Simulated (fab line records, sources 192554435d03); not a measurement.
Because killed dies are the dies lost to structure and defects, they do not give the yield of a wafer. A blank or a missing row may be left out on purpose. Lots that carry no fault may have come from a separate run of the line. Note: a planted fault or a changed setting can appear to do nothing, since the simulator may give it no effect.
The tool behind it: which one? + flow n5-finfet + 30 wafers sampled from 10 lots at 1 step of a route of 1938

WHAT THE GAUGES SHOWED, per wafer
N5_HKMG_FIN_OVL_MEAS_50.
| lot  | measured    | on         | NDIPOLE_OVL (nm) |
|------|-------------|------------|------------------|
| L993 | day 4 10:11 | overlay-01 | 0.5 -0.1 -0.7    |
| L995 | day 5 14:47 | overlay-02 | 0.4 -0.3 -0.4    |
| L997 | day 5 17:39 | overlay-02 | -0.5 -1.3 -0.5   |
| L999 | day 5 22:08 | overlay-01 | -0.7 -0.2 0.1    |
| L102 | day 6 14:48 | overlay-02 | -0.3 -0.9 -0.9   |
| L103 | day 7 07:01 | overlay-02 | 0.6 0.3 0.4      |
| L106 | day 7 18:16 | overlay-01 | -0.3 -1.4 -0.2   |
| L110 | day 8 19:13 | overlay-02 | -0.2 0.3 -0.9    |
| L111 | day 9 01:39 | overlay-02 | 0.1 0.1 1.6      |
| L112 | day 9 06:00 | overlay-01 | 0.2 0.0 1.3      |

TOOL THAT RAN EACH LOT (tool first, then ch and the chambers of the sampled wafers, then the start)
The record shows no process step preceding these readings.

THE ANSWER, worked out from the rows above alone
Rule: the lots themselves supply what counts as usual. Put in order of their means at a reading, lots are off if they are a third of the lots or fewer, leave a main group of 4 or more, and stand apart from it by a gap of 3 or more times the standard deviation of the main group's means; of several such gaps the widest counts. A main group is skipped when, at the precision printed for the reading in the tables above, its means are all equal. Also off: a lot with no number at a reading for which 4 or more lots have one. All remaining lots with rows at the step are treated as sound.
Across all readings shown, no lot is off: no conclusion can be drawn from this.

WHAT WAS PUT IN BY THE SIMULATOR
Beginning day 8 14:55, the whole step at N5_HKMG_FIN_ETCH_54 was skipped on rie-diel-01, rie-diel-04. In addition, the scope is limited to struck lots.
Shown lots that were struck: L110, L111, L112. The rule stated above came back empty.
